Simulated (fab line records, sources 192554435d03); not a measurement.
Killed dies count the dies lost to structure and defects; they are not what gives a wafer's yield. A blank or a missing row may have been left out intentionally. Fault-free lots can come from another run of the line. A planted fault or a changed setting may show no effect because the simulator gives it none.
Split-lot experiment	flow n5-finfet	21 wafers read across 7 lots, on a route 1938 steps long

== THE SPLIT ITSELF ==
At N5_MOL_CONTACT_COAG_EXPOSE_05 (exposes mask CA, defocus 0 nm), the setting dose-mj was moved away from the recipe's 38.25 on 5 of the 21 wafers read, by -5.0% to +5.8%. This setting was run at the recipe's value on the other wafers.

== FROM THE SPLIT TO THE READING: what the file shows between them, 3 steps ==
- N5_MOL_CONTACT_COAG_PEB_06: peb time 60 s
- N5_MOL_CONTACT_COAG_DEVELOP_07: develop time 30 s
- N5_MOL_CONTACT_COAG_DESCUM_13: chemistry O2, time 7 s

== THE READING ==
MOL_CONTACT_COAG.cd-offset-nm (the simulator's own value, which no gauge read), in nm, at N5_MOL_CONTACT_COAG_ETCH_59 (etches underlayer in N2/H2, target depth 13 nm, time 10.4 s). No usual value for it is given in the file. Average -0.1 nm, standard deviation 0.16 nm, over the 16 wafers here run with the recipe.

wafer	tool, chamber at the split	dose-mj as run	against the recipe	MOL_CONTACT_COAG.cd-offset-nm, nm	against lot-mates on the recipe
L076.3	euv-scanner-02, 0	38.25	recipe	-0.2	-
L076.5	euv-scanner-02, 0	38.25	recipe	-0.2	-
L076.4	euv-scanner-02, 0	38.25	recipe	0	-
L078.2	euv-scanner-01, 0	38.25	recipe	-0.2	-
L078.4	euv-scanner-01, 0	38.25	recipe	-0.2	-
L078.3	euv-scanner-01, 0	38.25	recipe	-0.4	-
L080.2	euv-scanner-02, 0	38.25	recipe	-0.2	-
L080.3	euv-scanner-02, 0	38.25	recipe	0	-
L080.4	euv-scanner-02, 0	36.88	-3.6%	-1	-0.9
L083.2	euv-scanner-01, 0	38.25	recipe	-0.2	-
L083.3	euv-scanner-01, 0	38.25	recipe	-0.2	-
L083.6	euv-scanner-01, 0	38.25	recipe	-0.2	-
L084.1	euv-scanner-01, 0	36.34	-5.0%	-0.8	no lot-mate on the recipe
L084.2	euv-scanner-01, 0	36.34	-5.0%	-1	no lot-mate on the recipe
L084.3	euv-scanner-01, 0	36.34	-5.0%	-1	no lot-mate on the recipe
L087.1	euv-scanner-02, 0	40.47	+5.8%	1	+0.9
L087.2	euv-scanner-02, 0	38.25	recipe	0	-
L087.4	euv-scanner-02, 0	38.25	recipe	0.2	-
L090.1	euv-scanner-02, 0	38.25	recipe	-0.2	-
L090.2	euv-scanner-02, 0	38.25	recipe	0.2	-
L090.3	euv-scanner-02, 0	38.25	recipe	0	-

FIT RESULTS
A straight line over all 21 wafers: MOL_CONTACT_COAG.cd-offset-nm changes by +0.181 nm for each +1% of dose-mj; r = +0.94; the points scatter about the line by 0.16 nm.
The same after taking each lot's own level away (the mean of its wafers on the recipe; 18 wafers): +0.183 nm for each +1%; r = +0.93; scatter 0.13 nm.
On that fit, the largest move of dose-mj shifts the reading by 1.1 nm.
Across the lots, their own levels run from -0.27 to 0.10 nm, a range of 2.3 times the standard deviation given above.
Hence the lot-to-lot level has little effect on the slope; both slopes agree.
Check: with one of the wafers moved furthest among these (+5.8%) left out of the fit, the line predicts +1.46 nm for it against its lot-mates. Against them it came out at +0.9 nm.

== OTHER SPLITS ON THESE WAFERS ==
Other splits were also applied to these wafers ahead of the reading. Each is held against what the fit with the lots' levels taken away leaves over:
other split on the same wafers	wafers away from the commonest value	r with MOL_CONTACT_COAG.cd-offset-nm (lot level and that fit taken away)
N5_HKMG_FIN_ETCH_32 bias-w	9	+0.07
N5_GATE_CUT_COAT_34 spin-rpm	8	+0.01
N5_GATE_CUT_COAT_07 spin-rpm	8	+0.07

== THE FILE'S OWN FIT ==
MOL_CONTACT_COAG.cd-offset-nm changes by +0.182 nm for each +1% of dose-mj, r = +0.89.
